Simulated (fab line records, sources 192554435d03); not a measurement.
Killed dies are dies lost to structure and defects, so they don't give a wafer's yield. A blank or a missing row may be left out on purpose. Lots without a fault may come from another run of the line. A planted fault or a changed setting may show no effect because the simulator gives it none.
Split-lot experiment | flow n5_finfet | 7 lots, 21 wafers read, on a route of 1938 steps

THE SPLIT
At N5_MIM_TOP_LITHO_EXPOSE_05 (exposes mask MIM TOP, target cd 2000 nm), the setting dose_mj was moved away from the recipe's 20.5 on 6 of the 21 wafers read, by -4.5% to +5.9%. The other wafers ran this setting at the recipe's value.

FROM THE SPLIT TO THE READING: what the file shows between them, 3 steps
- N5_MIM_TOP_LITHO_PEB_06
- N5_MIM_TOP_LITHO_DEVELOP_07: develop time 60 s
- N5_MIM_TOP_LITHO_HARDBAKE_09: time 120 s

THE READING
cd_nm, in nm, at N5_MIM_TOP_LITHO_CD_MEAS_08 (target cd 2000 nm). Fault-free wafers of this fab line usually give 1999.7 nm, standard deviation 1.5 nm.

wafer  | tool, chamber at the split | dose_mj as run | against the recipe | cd_nm, nm | against lot-mates on the recipe
L075.1 | krf_scanner-02, 0          | 20.5           | recipe             | 1997.4    | -
L075.3 | krf_scanner-02, 0          | 21.71          | +5.9%              | 1989.2    | -8.8
L075.6 | krf_scanner-02, 0          | 20.5           | recipe             | 1998.5    | -
L082.2 | krf_scanner-01, 0          | 20.03          | -2.3%              | 2005.4    | +5.2
L082.4 | krf_scanner-01, 0          | 20.5           | recipe             | 2000.2    | -
L082.6 | krf_scanner-01, 0          | 20.03          | -2.3%              | 2004.8    | +4.6
L080.1 | krf_scanner-02, 0          | 20.5           | recipe             | 1999.1    | -
L080.2 | krf_scanner-02, 0          | 20.5           | recipe             | 2000.2    | -
L080.4 | krf_scanner-02, 0          | 20.5           | recipe             | 1999.4    | -
L091.2 | krf_scanner-01, 0          | 19.58          | -4.5%              | 2007.8    | +8.9
L091.3 | krf_scanner-01, 0          | 19.58          | -4.5%              | 2007.3    | +8.4
L091.4 | krf_scanner-01, 0          | 20.5           | recipe             | 1998.9    | -
L097.1 | krf_scanner-02, 0          | 20.5           | recipe             | 2000.5    | -
L097.2 | krf_scanner-02, 0          | 20.5           | recipe             | 2001.3    | -
L097.3 | krf_scanner-02, 0          | 20.5           | recipe             | 2003.5    | -
L095.2 | krf_scanner-01, 0          | 20.5           | recipe             | 2000.0    | -
L095.3 | krf_scanner-01, 0          | 20.5           | recipe             | 1998.2    | -
L095.4 | krf_scanner-01, 0          | 20.5           | recipe             | 1999.9    | -
L096.1 | krf_scanner-02, 0          | 20.5           | recipe             | 2000.4    | -
L096.4 | krf_scanner-02, 0          | 20.5           | recipe             | 2001.8    | -
L096.5 | krf_scanner-02, 0          | 19.76          | -3.6%              | 2007.3    | +6.2

THE FIT
A straight line over all 21 wafers: cd_nm changes by -1.83 nm for each +1% of dose_mj; r = -0.95; the points scatter about the line by 1.4 nm.
The same after taking each lot's own level away (the mean of its wafers on the recipe; 21 wafers): -1.74 nm for each +1%; r = -0.98; scatter 0.85 nm.
On that fit, the largest move of dose_mj shifts the reading by 10 nm.
The lots' own levels span 1997.95 to 2001.77 nm, that is 2.5 times the standard deviation above.
So the lot-to-lot level changes the slope little: the two slopes agree.
Check: with one of the wafers moved furthest among these (+5.9%) left out of the fit, the line predicts -11.3 nm for it against its lot-mates. It came out at -8.75 nm against them.

OTHER SPLITS ON THESE WAFERS
These wafers also went through other splits before the reading. Each is held against what the fit with the lots' levels taken away leaves over:
other split on the same wafers    | wafers away from the commonest value | r with cd_nm (lot level and that fit taken away)
N5_BEOL_M15_COAT_22 spin_rpm      | 6                                    | +0.15
N5_BEOL_M15_TRENCH_ETCH_34 time_s | 7                                    | -0.03

THE FILE'S OWN FIT
cd_nm changes by -1.7 nm for each +1% of dose_mj, r = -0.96.
